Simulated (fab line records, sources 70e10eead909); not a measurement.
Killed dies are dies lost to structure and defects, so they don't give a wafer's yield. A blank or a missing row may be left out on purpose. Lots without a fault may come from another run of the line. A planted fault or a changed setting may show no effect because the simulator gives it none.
fab line records | flow nand_harc
record lots=14 wafers=42 last_day=33
route steps=1302 shown A_STAIRCASE@830
lots that met no fault: from a run of the same line without faults
start_h: hours from the record's first day to the start of the lot's first wafer shown | wait_h: hours since the lot's step before | " the same as in the row above | L1.1+2: a row that stands for several wafers | - no value, or no start given | * or withheld: withheld | < > ~ a bound
route shown NAME@n: a module of which the file shows steps, and the number in the route of the first | usual: mean/standard deviation of fault-free wafers | same: alike in all rows | chamber/n: place in a boat | sites: the reading at each site | _std_site: their standard deviation | _edge_site: outer sites' mean less inner sites' | radius_mm: how far each site lies from the wafer's centre | mask NAME#n: copy n | behind: the tool/chamber that last shaped the wafer | hold: why the lot was held/for how many hours/how that ended | device: the transistor (n, p or np) that didn't switch | end of line: the same wafers' tests at the end of the route | a step without rows: its recipe alone | killed: dies lost to structure and defects at the first sort, not the wafer's yield | map: a wafer's dies, x killed, . not, _ none there
set.NAME: the setting as run; set.NAME@STEP: as run at that earlier step | model.NAME: the simulator's own value behind a step, which no gauge read
steps of the route over a sample of lots; a table a step, a row a wafer
services: from which hour (start_h, from the record's first day; less than 0 if before it) a tool's chamber was out of use, for how many hours, and why
## steps
# step NHARC_A_STAIRCASE_DESCUM_312
# recipe time_s=3 o2_flow_sccm=200 ar_flow_sccm=0 bias_power_w=0 chemistry=O2
# usual drypump_motor_current_A=5.9/0.59 oes_product_au=1.003/0.012 rf_vpp_V=57.8/0.9 showerhead_plenum_p_Torr=1.94/0.077 throttle_valve_pct=11.312/0.0093
# same time_s=3
# columns lot.wafer tool chamber start_h wait_h drypump_motor_current_A oes_product_au rf_hours_counter_h rf_vpp_V showerhead_plenum_p_Torr throttle_valve_pct
L519.1 rie_diel-13 1 395.89 - 6.5 0.983 11 58.5 2.05 11.306
L519.3 " 2 " " 4.9 1.008 11 58.9 1.82 11.312
L519.6 " 1 " " 6.5 0.994 - 58.3 2.05 11.319
L521.4 rie_diel-04 2 401.78 - 5.0 1.012 11 58.7 1.93 11.305
L521.6 " 1 " " 5.8 0.998 - 59.0 1.98 11.330
L521.5 " 2 " " 5.0 1.016 - 56.8 1.93 11.301
L522.1 rie_diel-13 0 421.30 - 5.3 0.997 23 57.2 1.90 11.320
L522.5 " 1 " " 6.5 0.987 - 58.3 2.05 11.321
L522.6 " 3 " " 6.0 0.970 - 57.5 1.90 11.303
L527.4 rie_diel-02 0 462.94 - 6.7 1.004 17 57.2 2.05 11.307
L527.1 " 1 " " 6.6 0.990 17 55.6 1.79 11.336
L527.5 " 0 " " 6.6 1.015 - 58.6 2.05 11.291
L526.4 rie_diel-13 1 471.87 - 6.5 0.993 40 58.9 2.04 11.317
L526.1 " 2 " " 4.9 1.010 38 57.4 1.81 11.315
L526.5 " 0 " " 5.3 1.002 - 58.3 1.90 11.317
L531.1 rie_diel-02 0 506.85 - 6.6 0.996 29 57.7 2.05 11.315
L531.3 " 2 " " 6.1 0.998 21 56.9 2.02 11.314
L531.5 " 0 " " 6.7 1.000 - 57.7 2.05 11.312
L534.2 rie_diel-04 0 524.71 - 5.9 1.019 61 58.5 1.95 11.308
L534.4 " 1 " " 5.8 0.996 64 57.3 1.96 11.310
L534.5 " 0 " " 5.9 1.025 - 58.2 1.95 11.304
L533.1 rie_diel-02 3 529.32 - 6.7 1.015 38 57.0 1.89 11.296
L533.3 " 1 " " 6.6 0.992 38 56.0 1.79 11.317
L533.4 " 2 " " 6.0 1.002 32 56.5 2.01 11.320
L536.1 rie_diel-02 1 547.46 - 6.6 0.994 46 57.4 1.79 11.304
L536.4 " 2 " " 6.0 0.996 38 57.7 2.01 11.307
L536.5 " 3 " " 6.7 1.017 - 57.0 1.89 11.290
L537.1 rie_diel-13 3 555.48 - 6.0 0.979 9 57.1 1.89 11.301
L537.4 " 1 " " 6.5 1.002 8 57.2 2.04 11.321
L537.2 " 2 " " 4.9 0.997 8 57.2 1.81 11.306
L535.2 rie_diel-04 3 557.67 - 5.6 0.989 8 57.6 1.97 11.311
L535.3 " 0 " " 5.9 1.024 7 58.1 1.95 11.307
L535.6 " 2 " " 5.0 1.010 - 58.3 1.91 11.310
L539.2 rie_diel-02 1 586.61 - 6.6 0.983 2 56.9 1.78 11.312
L539.3 " 3 " " 6.7 0.985 2 57.7 1.89 11.319
L539.5 " 2 " " 6.0 0.990 - 56.2 2.01 11.301
L541.3 rie_diel-02 1 601.84 - 6.6 1.010 6 58.9 1.78 11.304
L541.2 " 2 " " 6.0 1.005 5 57.9 2.01 11.298
L541.5 " 1 " " 6.6 0.999 - 57.6 1.78 11.311
L542.3 rie_diel-04 1 613.21 - 5.8 1.023 29 58.6 1.96 11.325
L542.2 " 3 " " 5.6 0.997 28 58.7 1.97 11.307
L542.5 " 0 " " 5.9 1.025 - 57.8 1.94 11.315
# step NHARC_A_STAIRCASE_ETCH_453
# recipe target_depth_a=300 overetch_a=30 time_s=16.5 ion_energy_ev=100 cf4_flow_sccm=80 o2_flow_sccm=20 ar_flow_sccm=0 rf_w=300 bias_w=100 chemistry=CF4/O2
# usual drypump_motor_current_A=5.9/0.58 oes_ar_750_au=1.000/0.0044 oes_f_703_au=1.000/0.0045 oes_product_au=1.005/0.012 rf_vpp_V=198.1/1.3 showerhead_plenum_p_Torr=1.35/0.051 throttle_valve_pct=13.396/0.0093
# same time_s=16.5
# columns lot.wafer tool chamber start_h wait_h drypump_motor_current_A oes_ar_750_au oes_f_703_au oes_product_au rf_hours_counter_h rf_vpp_V showerhead_plenum_p_Torr throttle_valve_pct
L519.1 rie_diel-13 0 - - 5.3 0.988 0.998 0.986 11 196.1 1.33 13.404
L519.3 " 1 " " 6.5 0.999 1.003 1.004 11 198.8 1.43 13.404
L519.6 " 3 " " 6.0 0.994 0.995 0.984 - 198.2 1.33 13.392
L521.4 rie_diel-04 2 - - 5.0 0.999 1.001 1.027 11 197.2 1.35 13.402
L521.5 " 1 " " 5.8 0.997 1.001 1.010 - 197.5 1.38 13.385
L521.6 " 2 " " 5.0 0.990 1.000 1.015 - 198.0 1.34 13.398
L522.1 rie_diel-13 1 - - 6.5 0.995 0.991 0.997 22 200.0 1.43 13.388
L522.6 " 1 " " 6.5 1.004 1.001 1.005 - 198.2 1.43 13.390
L522.5 " 3 " " 6.0 1.001 1.003 0.992 - 198.1 1.33 13.382
L527.4 rie_diel-02 2 - - 6.0 1.001 0.996 0.997 6 198.9 1.41 13.376
L527.1 " 3 " " 6.7 1.009 1.009 1.012 14 197.7 1.33 13.419
L527.5 " 2 " " 6.0 1.000 0.993 0.997 - 199.6 1.41 13.395
L526.4 rie_diel-13 1 - - 6.4 0.998 0.995 0.977 40 199.6 1.42 13.404
L526.1 " 2 " " 4.9 1.007 1.001 0.998 38 195.4 1.27 13.378
L526.5 " 0 " " 5.3 1.004 1.001 1.003 - 196.5 1.33 13.398
L531.1 rie_diel-02 0 - - 6.6 0.991 1.006 1.000 29 198.3 1.43 13.406
L531.3 " 1 " " 6.6 0.999 1.000 1.008 31 197.6 1.25 13.386
L531.5 " 1 " " 6.6 1.005 0.999 1.000 - 194.7 1.25 13.397
L534.2 rie_diel-04 0 - - 5.9 1.000 1.007 0.998 61 199.0 1.36 13.406
L534.4 " 1 " " 5.9 1.000 1.002 0.991 64 197.8 1.37 13.392
L534.5 " 1 " " 5.9 1.000 0.997 0.996 - 198.8 1.37 13.394
L533.1 rie_diel-02 0 - - 6.7 0.998 0.995 0.997 37 199.5 1.42 13.392
L533.3 " 2 " " 6.0 0.997 0.994 1.001 32 200.1 1.40 13.408
L533.4 " 3 " " 6.7 1.012 1.002 1.013 38 196.8 1.32 13.389
L536.1 rie_diel-02 3 - - 6.7 1.002 1.005 1.021 46 197.7 1.32 13.404
L536.4 " 0 " " 6.6 1.001 1.001 1.014 46 200.2 1.42 13.394
L536.5 " 3 " " 6.7 0.997 0.997 1.017 - 198.3 1.32 13.381
L537.2 rie_diel-13 0 - - 5.3 0.994 1.004 0.995 8 196.7 1.32 13.394
L537.1 " 1 " " 6.5 1.004 1.000 1.008 8 198.5 1.42 13.384
L537.4 " 2 " " 4.9 0.998 1.007 0.989 8 195.0 1.26 13.399
L535.3 rie_diel-04 1 - - 5.8 0.996 0.998 1.028 8 197.3 1.37 13.397
L535.2 " 3 " " 5.6 0.999 0.994 0.998 9 199.0 1.38 13.397
L535.6 " 2 " " 5.0 1.000 0.997 1.015 - 197.3 1.34 13.402
L539.3 rie_diel-02 1 - - 6.6 0.995 1.006 0.998 2 197.1 1.25 13.392
L539.2 " 0 " " 6.6 0.998 1.000 1.013 2 199.8 1.42 13.404
L539.5 " 2 " " 6.0 1.007 1.005 0.992 - 199.6 1.40 13.410
L541.3 rie_diel-02 0 - - 6.7 0.996 1.006 1.025 6 199.0 1.42 13.388
L541.2 " 1 " " 6.6 1.000 0.998 1.007 6 196.9 1.24 13.386
L541.5 " 2 " " 6.0 1.005 1.001 0.998 - 199.9 1.40 13.400
L542.3 rie_diel-04 0 - - 5.9 1.004 0.994 1.022 28 198.0 1.35 13.392
L542.2 " 3 " " 5.6 1.000 0.987 1.010 28 199.0 1.37 13.399
L542.5 " 0 " " 5.9 0.999 1.003 1.025 - 199.0 1.35 13.403
# step NHARC_A_STAIRCASE_STRIP_476
# recipe time_s=20 o2_flow_sccm=500 ar_flow_sccm=0 bias_w=0 chemistry=O2
# usual drypump_motor_current_A=6.0/0.6 oes_product_au=1.002/0.013 rf_vpp_V=57.9/0.8 showerhead_plenum_p_Torr=3.57/0.14 throttle_valve_pct=17.038/0.01
# same time_s=20
# columns lot.wafer tool chamber start_h wait_h drypump_motor_current_A oes_product_au rf_hours_counter_h rf_vpp_V showerhead_plenum_p_Torr throttle_valve_pct
L519.3 rie_diel-04 0 400.44 0.1 5.9 1.003 11 58.3 3.62 17.048
L519.1 " 1 " " 5.9 0.995 12 58.6 3.65 17.053
L519.6 " 2 " " 5.0 1.005 - 57.1 3.55 17.039
L521.4 rie_diel-13 1 405.89 0.1 6.5 0.996 16 59.2 3.77 17.023
L521.5 " 3 " " 6.0 0.987 - 58.4 3.51 17.032
L521.6 " 0 " " 5.3 0.989 - 57.6 3.52 17.043
L522.1 rie_diel-13 1 425.63 0.1 6.5 0.987 23 58.0 3.76 17.022
L522.6 " 3 " " 6.1 0.972 - 57.6 3.51 17.054
L522.5 " 0 " " 5.3 0.988 - 57.7 3.51 17.033
L527.1 rie_diel-13 1 468.49 0.1 6.6 0.991 39 58.0 3.76 17.052
L527.4 " 3 " " 6.0 0.999 36 57.8 3.50 17.042
L527.5 " 0 " " 5.3 1.003 - 58.2 3.51 17.003
L526.1 rie_diel-04 2 477.97 0.1 5.0 1.004 29 58.0 3.54 17.045
L526.4 " 3 " " 5.6 0.999 40 58.4 3.65 17.035
L526.5 " 1 " " 5.9 0.992 - 59.5 3.63 17.026
L531.1 rie_diel-02 1 510.90 0.1 6.6 0.989 32 57.2 3.31 17.035
L531.3 " 0 " " 6.6 0.997 30 58.2 3.76 17.043
L531.5 " 1 " " 6.6 0.988 - 57.5 3.31 17.029
L534.2 rie_diel-04 3 528.74 0.1 5.6 1.007 56 58.6 3.64 17.040
L534.4 " 0 " " 5.9 1.032 62 58.7 3.59 17.036
L534.5 " 3 " " 5.6 1.015 - 58.2 3.64 17.054
L533.1 rie_diel-13 1 533.41 0.1 6.5 1.003 1 56.7 3.74 17.043
L533.4 " 2 " " 4.9 1.013 1 58.2 3.35 17.030
L533.3 " 0 " " 5.3 1.003 1 57.4 3.50 17.030
L536.4 rie_diel-02 2 551.47 0.1 6.1 1.003 38 57.9 3.69 17.051
L536.1 " 0 " " 6.6 1.015 47 58.4 3.75 17.039
L536.5 " 3 " " 6.7 1.014 - 57.3 3.49 17.042
L537.1 rie_diel-02 2 559.58 0.1 6.1 0.994 43 58.7 3.69 17.027
L537.2 " 0 " " 6.7 1.017 50 58.5 3.74 17.030
L537.4 " 1 " " 6.6 0.978 52 57.8 3.30 17.030
L535.3 rie_diel-04 1 561.90 0.1 5.9 1.029 9 57.3 3.61 17.064
L535.2 " 2 " " 5.0 1.016 9 58.3 3.53 17.043
L535.6 " 0 " " 5.9 1.038 - 56.7 3.59 17.032
L539.3 rie_diel-02 3 590.66 0.1 6.7 0.995 2 57.8 3.49 17.030
L539.2 " 1 " " 6.6 0.994 2 56.5 3.30 17.035
L539.5 " 3 " " 6.7 0.993 - 57.0 3.49 17.032
L541.3 rie_diel-02 0 607.29 0.1 6.7 1.001 7 58.3 3.74 17.035
L541.2 " 2 " " 6.0 0.995 6 57.9 3.69 17.038
L541.5 " 0 " " 6.7 1.004 - 57.8 3.74 17.030
L542.2 rie_diel-13 1 618.42 0.1 6.5 1.013 32 58.9 3.73 17.054
L542.3 " 3 " " 6.0 0.986 36 58.7 3.47 17.004
L542.5 " 1 " " 6.5 1.006 - 58.7 3.73 17.029
# step NHARC_A_STAIRCASE_ANNEAL_323
# recipe temp_c=750 time_s=1800
# usual run_length_s=1819/7.3 spike_tc_bottom_C=773.3/1.6 time_s=1800/0
# columns lot.wafer tool chamber start_h wait_h run_length_s spike_tc_bottom_C time_s
L519.1 furnace-02 0 427.63 - 1816 773.0 1800
L519.3 " 0 " " 1816 773.3 1800
L519.6 " 0 " " 1816 774.9 1800
L521.4 furnace-02 0 427.63 - 1818 773.8 1800
L521.5 " 0 " " 1818 775.3 1800
L521.6 " 0 " " 1818 775.2 1800
L522.1 furnace-02 0 452.52 - 1817 772.3 1800
L522.5 " 0 " " 1817 772.5 1800
L522.6 " 0 " " 1817 773.5 1800
L527.1 furnace-02 - 494.92 - - - -
L527.4 " - " " - - -
L527.5 " - " " - - -
L526.1 furnace-04 - 500.94 - - - -
L526.4 " - " " - - -
L526.5 " - " " - - -
L531.1 furnace-04 0 535.41 - 1809 773.8 1800
L531.3 " 0 " " 1809 773.9 1800
L531.5 " 0 " " 1809 773.3 1800
L533.1 furnace-02 0 555.37 - 1814 773.6 1800
L533.3 " 0 " " 1814 773.5 1800
L533.4 " 0 " " 1814 775.2 1800
L534.2 furnace-02 0 555.37 - 1823 771.8 1800
L534.4 " 0 " " 1823 773.1 1800
L534.5 " 0 " " 1823 773.6 1800
L536.1 furnace-04 0 581.89 - 1812 772.7 1800
L536.4 " 0 " " 1812 772.9 1800
L536.5 " 0 " " 1812 772.1 1800
L535.2 furnace-04 0 593.06 - 1813 772.6 1800
L535.3 " 0 " " 1813 773.4 1800
L535.6 " 0 " " 1813 774.1 1800
L537.1 furnace-04 0 593.06 - 1822 775.1 1800
L537.2 " 0 " " 1822 773.3 1800
L537.4 " 0 " " 1822 775.0 1800
L539.2 furnace-04 0 616.47 - 1818 774.6 1800
L539.3 " 0 " " 1818 773.7 1800
L539.5 " 0 " " 1818 773.1 1800
L541.2 furnace-02 0 634.12 - 1815 775.6 1800
L541.3 " 0 " " 1815 774.5 1800
L541.5 " 0 " " 1815 773.3 1800
L542.2 furnace-02 0 649.08 - 1826 773.1 1800
L542.3 " 0 " " 1826 772.5 1800
L542.5 " 0 " " 1826 773.9 1800
## services
# columns tool chamber start_h hours kind
rie_diel-02 0 376.61 - clean
rie_diel-02 1 376.61 - clean
rie_diel-02 2 376.61 - clean
rie_diel-02 3 376.61 - clean
rie_diel-13 2 377.01 6.5 repair
rie_diel-04 3 385.98 1.7 repair
rie_diel-02 2 395.21 33.8 repair
rie_diel-02 - 396.42 9.0 pm
rie_diel-02 0 396.42 9.0 vent_cycle
rie_diel-02 1 396.42 9.0 vent_cycle
rie_diel-02 3 396.42 9.0 vent_cycle
rie_diel-02 0 405.42 - clean
rie_diel-02 0 405.42 - consumable_replace:focus_ring
rie_diel-02 1 405.42 - clean
rie_diel-02 3 405.42 - clean
rie_diel-02 3 405.54 8.1 repair
rie_diel-13 2 418.27 18.2 repair
rie_diel-02 0 429.92 - clean
rie_diel-04 2 440.61 33.2 repair
rie_diel-04 - 532.03 9.0 pm
rie_diel-13 2 547.64 2.1 repair
furnace-02 - 568.27 26.0 pm
rie_diel-02 - 573.48 9.0 pm
rie_diel-13 2 631.91 3.7 repair
## key
first_sign step=NHARC_A_STAIRCASE_ANNEAL_323 reading=tool_record direction=missing
effect none on later readings
met_at NHARC_A_STAIRCASE_ANNEAL_323
struck_lots L526,L527
later_rows_left_out L526.1,L526.4,L526.5,L527.1,L527.4,L527.5
sort_left_out L526.1,L526.4,L526.5,L527.1,L527.4,L527.5
tester_left_out L526,L527
not_acting_at NHARC_A_STAIRCASE_DESCUM_312,NHARC_A_STAIRCASE_ETCH_453,NHARC_A_STAIRCASE_STRIP_476
onset_between 452.52 494.92
fault kind=skipped_step_whole tool=furnace-02,furnace-04 chamber=- onset_h=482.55 steps=NHARC_A_STAIRCASE_ANNEAL_323 scope=struck_lots_only
# tester_left_out: of these lots the tester's yield and bins aren't shown, on N5 and GAA mostly nor the transistor test; their killed dies are dies lost to structure and defects alone, not to doping, threshold or leakage, so they don't give the yield
# sort_left_out: the simulated sort isn't trusted on such a fault, so these wafers' sort isn't shown, and their yield isn't known
# later_rows_left_out: the simulator's readings of these wafers behind a module that went badly wrong aren't trusted and aren't shown, but for the sort
